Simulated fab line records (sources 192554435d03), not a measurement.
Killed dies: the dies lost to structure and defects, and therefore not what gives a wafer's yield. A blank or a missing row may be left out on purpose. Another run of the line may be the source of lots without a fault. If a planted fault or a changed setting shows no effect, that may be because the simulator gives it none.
Split-lot trial || flow n5Finfet || route with 1938 steps; 7 lots, 21 wafers read

ON THE SPLIT
At N5_BEOL_M0_SAQP_COAT_08 (resist thk 90 nm), the setting spinRpm was moved away from the recipe's 1500 rpm on 5 of the 21 wafers read, by -9.5% to +10.5%. For the rest of the wafers, this setting stayed at what the recipe calls for.

FROM THE SPLIT TO THE READING: what the file shows between them, 5 steps
- N5_BEOL_M0_SAQP_EBR_10
- N5_BEOL_M0_SAQP_SOFTBAKE_09: time 60 s
- N5_BEOL_M0_SAQP_EXPOSE_11: exposes mask M0 CORE, target cd 42 nm
- N5_BEOL_M0_SAQP_PEB_12: peb time 60 s
- N5_BEOL_M0_SAQP_DEVELOP_13: develop time 30 s

THE READING
CAR-ArF_of_BEOL_M0_SAQP_COAT_08.thkNm (the simulator's own value, which no gauge read), in nm, at N5_BEOL_M0_SAQP_DESCUM_19 (chemistry O2, time 7.9 s). The file does not state a usual value for it. Average 83.3 nm, standard deviation 0.32 nm, over the 16 wafers here run with the recipe.

{"wafer": "L077.1", "tool, chamber at the split": "lithoTrack-05, 0", "spinRpm as run, rpm": 1500, "against the recipe": "recipe", "CAR-ArF_of_BEOL_M0_SAQP_COAT_08.thkNm, nm": 83.2, "against lot-mates on the recipe": "-"}
{"wafer": "L077.5", "tool, chamber at the split": "lithoTrack-05, 0", "spinRpm as run, rpm": 1500, "against the recipe": "recipe", "CAR-ArF_of_BEOL_M0_SAQP_COAT_08.thkNm, nm": 83.4, "against lot-mates on the recipe": "-"}
{"wafer": "L077.6", "tool, chamber at the split": "lithoTrack-05, 0", "spinRpm as run, rpm": 1500, "against the recipe": "recipe", "CAR-ArF_of_BEOL_M0_SAQP_COAT_08.thkNm, nm": 83.6, "against lot-mates on the recipe": "-"}
{"wafer": "L078.4", "tool, chamber at the split": "lithoTrack-05, 0", "spinRpm as run, rpm": 1500, "against the recipe": "recipe", "CAR-ArF_of_BEOL_M0_SAQP_COAT_08.thkNm, nm": 83.4, "against lot-mates on the recipe": "-"}
{"wafer": "L078.5", "tool, chamber at the split": "lithoTrack-05, 0", "spinRpm as run, rpm": 1500, "against the recipe": "recipe", "CAR-ArF_of_BEOL_M0_SAQP_COAT_08.thkNm, nm": 83.8, "against lot-mates on the recipe": "-"}
{"wafer": "L078.6", "tool, chamber at the split": "lithoTrack-05, 0", "spinRpm as run, rpm": 1500, "against the recipe": "recipe", "CAR-ArF_of_BEOL_M0_SAQP_COAT_08.thkNm, nm": 83.6, "against lot-mates on the recipe": "-"}
{"wafer": "L080.1", "tool, chamber at the split": "lithoTrack-04, 0", "spinRpm as run, rpm": 1500, "against the recipe": "recipe", "CAR-ArF_of_BEOL_M0_SAQP_COAT_08.thkNm, nm": 83.2, "against lot-mates on the recipe": "-"}
{"wafer": "L080.5", "tool, chamber at the split": "lithoTrack-04, 0", "spinRpm as run, rpm": 1500, "against the recipe": "recipe", "CAR-ArF_of_BEOL_M0_SAQP_COAT_08.thkNm, nm": 83.2, "against lot-mates on the recipe": "-"}
{"wafer": "L080.6", "tool, chamber at the split": "lithoTrack-04, 0", "spinRpm as run, rpm": 1500, "against the recipe": "recipe", "CAR-ArF_of_BEOL_M0_SAQP_COAT_08.thkNm, nm": 83.2, "against lot-mates on the recipe": "-"}
{"wafer": "L083.4", "tool, chamber at the split": "lithoTrack-03, 0", "spinRpm as run, rpm": 1358, "against the recipe": "-9.5%", "CAR-ArF_of_BEOL_M0_SAQP_COAT_08.thkNm, nm": 87.6, "against lot-mates on the recipe": "+4.6"}
{"wafer": "L083.5", "tool, chamber at the split": "lithoTrack-03, 0", "spinRpm as run, rpm": 1500, "against the recipe": "recipe", "CAR-ArF_of_BEOL_M0_SAQP_COAT_08.thkNm, nm": 83, "against lot-mates on the recipe": "-"}
{"wafer": "L083.6", "tool, chamber at the split": "lithoTrack-03, 0", "spinRpm as run, rpm": 1358, "against the recipe": "-9.5%", "CAR-ArF_of_BEOL_M0_SAQP_COAT_08.thkNm, nm": 88, "against lot-mates on the recipe": "+5.0"}
{"wafer": "L084.2", "tool, chamber at the split": "lithoTrack-05, 0", "spinRpm as run, rpm": 1658, "against the recipe": "+10.5%", "CAR-ArF_of_BEOL_M0_SAQP_COAT_08.thkNm, nm": 78.8, "against lot-mates on the recipe": -4.4}
{"wafer": "L084.4", "tool, chamber at the split": "lithoTrack-05, 0", "spinRpm as run, rpm": 1658, "against the recipe": "+10.5%", "CAR-ArF_of_BEOL_M0_SAQP_COAT_08.thkNm, nm": 78.8, "against lot-mates on the recipe": -4.4}
{"wafer": "L084.6", "tool, chamber at the split": "lithoTrack-05, 0", "spinRpm as run, rpm": 1500, "against the recipe": "recipe", "CAR-ArF_of_BEOL_M0_SAQP_COAT_08.thkNm, nm": 83.2, "against lot-mates on the recipe": "-"}
{"wafer": "L096.3", "tool, chamber at the split": "lithoTrack-05, 0", "spinRpm as run, rpm": 1500, "against the recipe": "recipe", "CAR-ArF_of_BEOL_M0_SAQP_COAT_08.thkNm, nm": 82.8, "against lot-mates on the recipe": "-"}
{"wafer": "L096.5", "tool, chamber at the split": "lithoTrack-05, 0", "spinRpm as run, rpm": 1500, "against the recipe": "recipe", "CAR-ArF_of_BEOL_M0_SAQP_COAT_08.thkNm, nm": 82.8, "against lot-mates on the recipe": "-"}
{"wafer": "L096.6", "tool, chamber at the split": "lithoTrack-05, 0", "spinRpm as run, rpm": 1500, "against the recipe": "recipe", "CAR-ArF_of_BEOL_M0_SAQP_COAT_08.thkNm, nm": 82.8, "against lot-mates on the recipe": "-"}
{"wafer": "L097.2", "tool, chamber at the split": "lithoTrack-03, 0", "spinRpm as run, rpm": 1572, "against the recipe": "+4.8%", "CAR-ArF_of_BEOL_M0_SAQP_COAT_08.thkNm, nm": 81.6, "against lot-mates on the recipe": -2.0}
{"wafer": "L097.4", "tool, chamber at the split": "lithoTrack-03, 0", "spinRpm as run, rpm": 1500, "against the recipe": "recipe", "CAR-ArF_of_BEOL_M0_SAQP_COAT_08.thkNm, nm": 83.4, "against lot-mates on the recipe": "-"}
{"wafer": "L097.5", "tool, chamber at the split": "lithoTrack-03, 0", "spinRpm as run, rpm": 1500, "against the recipe": "recipe", "CAR-ArF_of_BEOL_M0_SAQP_COAT_08.thkNm, nm": 83.8, "against lot-mates on the recipe": "-"}

THE FIT
A straight line over all 21 wafers: CAR-ArF_of_BEOL_M0_SAQP_COAT_08.thkNm changes by -0.444 nm for each +1% of spinRpm; r = -0.99; the points scatter about the line by 0.33 nm.
The same after taking each lot's own level away (the mean of its wafers on the recipe; 21 wafers): -0.457 nm for each +1%; r = -0.99; scatter 0.23 nm.
According to that fit, moving spinRpm by its largest amount changes the reading by 4.8 nm.
The span of the lots' own levels, 82.80 to 83.60 nm, comes to 2.5 times the standard deviation stated above.
Consequently the slope shifts little with the lot-to-lot level, the two slopes agreeing.
Check: for one of the wafers moved furthest among these (+10.5%), held out of the fit, the line's prediction against its lot-mates is -4.85 nm. It came out at -4.4 nm against them.

OTHER SPLITS ON THESE WAFERS
These wafers also went through other splits before the reading. Each is held against what the fit with the lots' levels taken away leaves over:
{"other split on the same wafers": "N5_SD_EPI_P_DESCUM_14 timeS", "wafers away from the commonest value": 10, "r with CAR-ArF_of_BEOL_M0_SAQP_COAT_08.thkNm (lot level and that fit taken away)": "+0.06"}
{"other split on the same wafers": "N5_SDB_ETCH_18 timeS", "wafers away from the commonest value": 9, "r with CAR-ArF_of_BEOL_M0_SAQP_COAT_08.thkNm (lot level and that fit taken away)": "+0.16"}
{"other split on the same wafers": "N5_HKMG_FIN_EXPOSE_09 doseMj", "wafers away from the commonest value": 5, "r with CAR-ArF_of_BEOL_M0_SAQP_COAT_08.thkNm (lot level and that fit taken away)": "+0.00"}
{"other split on the same wafers": "N5_HKMG_FIN_PEB_10 pebTimeS", "wafers away from the commonest value": 6, "r with CAR-ArF_of_BEOL_M0_SAQP_COAT_08.thkNm (lot level and that fit taken away)": -0.10}
{"other split on the same wafers": "N5_MOL_CONTACT_COAG_ETCHBACK_135 timeS", "wafers away from the commonest value": 2, "r with CAR-ArF_of_BEOL_M0_SAQP_COAT_08.thkNm (lot level and that fit taken away)": "+0.51"}
{"other split on the same wafers": "N5_MOL_CONTACT_COAG_VIA_ETCH_46 biasW", "wafers away from the commonest value": 9, "r with CAR-ArF_of_BEOL_M0_SAQP_COAT_08.thkNm (lot level and that fit taken away)": "+0.09"}
{"other split on the same wafers": "N5_BEOL_M0_SAQP_PECVD_00 timeS", "wafers away from the commonest value": 9, "r with CAR-ArF_of_BEOL_M0_SAQP_COAT_08.thkNm (lot level and that fit taken away)": "+0.00"}

THE WHOLE CHAIN: every reading that the file lists as answering this split, in the file's order
{"step": "N5_BEOL_M0_SAQP_COAT_08", "what it does": "resist thk 90 nm", "reading": "CAR-ArF_of_BEOL_M0_SAQP_COAT_08.thkNm (the simulator's own value, which no gauge read)", "change (the file's fit)": "-0.46 nm for each +1% of the setting", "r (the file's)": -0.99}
{"step": "N5_BEOL_M0_SAQP_DEVELOP_13", "what it does": "develop time 30 s", "reading": "CAR-ArF_of_BEOL_M0_SAQP_COAT_08.thkNm (the simulator's own value, which no gauge read)", "change (the file's fit)": "-0.442 nm for each +1% of the setting", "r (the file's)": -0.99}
{"step": "N5_BEOL_M0_SAQP_DESCUM_19", "what it does": "chemistry O2, time 7.9 s", "reading": "CAR-ArF_of_BEOL_M0_SAQP_COAT_08.thkNm (the simulator's own value, which no gauge read)", "change (the file's fit)": "-0.453 nm for each +1% of the setting", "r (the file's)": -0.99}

FILE'S OWN FIT
CAR-ArF_of_BEOL_M0_SAQP_COAT_08.thkNm changes by -0.453 nm for each +1% of spinRpm, r = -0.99.
